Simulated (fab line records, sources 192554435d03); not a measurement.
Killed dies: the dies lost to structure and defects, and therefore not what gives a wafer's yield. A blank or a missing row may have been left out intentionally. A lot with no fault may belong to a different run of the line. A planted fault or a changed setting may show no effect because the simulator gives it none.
Split-lot experiment ; flow n5_finfet ; route with 1938 steps; 7 lots, 15 wafers read

## ABOUT THE SPLIT
At N5_BEOL_M5_SPUTTER_48 (material Cu, target thk 15 nm, time 27.62 s), the setting time_s was moved away from the recipe's 27.62 s on 3 of the 15 wafers read, by -7.2% to +10.6%. The other wafers ran this setting at the recipe's value.

The reading is taken at the split's own step.

## THE READING
Cu_of_BEOL_M5_SPUTTER_48.thk_nm (the simulator's own value, which no gauge read), in nm, at N5_BEOL_M5_SPUTTER_48 (material Cu, target thk 15 nm, time 27.62 s). The file does not state a usual value for it. The 12 wafers here that ran the recipe average 15.1 nm, standard deviation 0.21 nm.

wafer;tool, chamber at the split;time_s as run, s;against the recipe;Cu_of_BEOL_M5_SPUTTER_48.thk_nm, nm;against lot-mates on the recipe
L074.2;pvd_sputter-03, -;27.62;recipe;15.2;-
L074.5;pvd_sputter-03, -;27.62;recipe;15.2;-
L074.3;pvd_sputter-03, -;27.62;recipe;14.8;-
L077.2;pvd_sputter-03, -;27.62;recipe;15.2;-
L077.3;pvd_sputter-03, -;27.62;recipe;15.2;-
L077.5;pvd_sputter-03, -;27.62;recipe;15;-
L087.2;pvd_sputter-03, -;29.17;+5.6%;16;+0.8
L087.4;pvd_sputter-03, -;27.62;recipe;15.2;-
L088.1;pvd_sputter-02, -;25.64;-7.2%;13.8;-1.0
L088.3;pvd_sputter-02, -;27.62;recipe;14.8;-
L093.5;pvd_sputter-02, -;27.62;recipe;15.2;-
L095.2;pvd_sputter-01, -;27.62;recipe;15.2;-
L095.3;pvd_sputter-01, -;27.62;recipe;15.2;-
L096.1;pvd_sputter-02, -;27.62;recipe;14.6;-
L096.2;pvd_sputter-02, -;30.54;+10.6%;16.6;+2.0

FIT RESULTS
A straight line over all 15 wafers: Cu_of_BEOL_M5_SPUTTER_48.thk_nm changes by +0.158 nm for each +1% of time_s; r = +0.95; the points scatter about the line by 0.2 nm.
The same after taking each lot's own level away (the mean of its wafers on the recipe; 15 wafers): +0.168 nm for each +1%; r = +0.98; scatter 0.14 nm.
On that fit, the largest move of time_s shifts the reading by 1.8 nm.
From 14.60 to 15.20 nm: that is the span of the lots' own levels, equal to 2.9 times the standard deviation above.
Consequently the slope shifts little with the lot-to-lot level, the two slopes agreeing.
Check: +1.49 nm against its lot-mates is what the line predicts for one of the wafers moved furthest among these (+10.6%) when that wafer is left out of the fit. It came out at +2 nm against them.

## ADDITIONAL SPLITS CARRIED BY THESE WAFERS
Before the reading, these wafers also passed through other splits. Each is held against what the fit with the lots' levels taken away leaves over:
other split on the same wafers;wafers away from the commonest value;r with Cu_of_BEOL_M5_SPUTTER_48.thk_nm (lot level and that fit taken away)
N5_BEOL_M3_EXPOSE_08 dose_mj;5;-0.19
N5_BEOL_M4_PECVD_72 time_s;1;-0.10
N5_BEOL_M5_COAT_60 spin_rpm;4;-0.33
N5_BEOL_M5_ETCH_72 bias_w;2;-0.07

## FILE'S OWN FIT
Cu_of_BEOL_M5_SPUTTER_48.thk_nm changes by +0.169 nm for each +1% of time_s, r = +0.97.
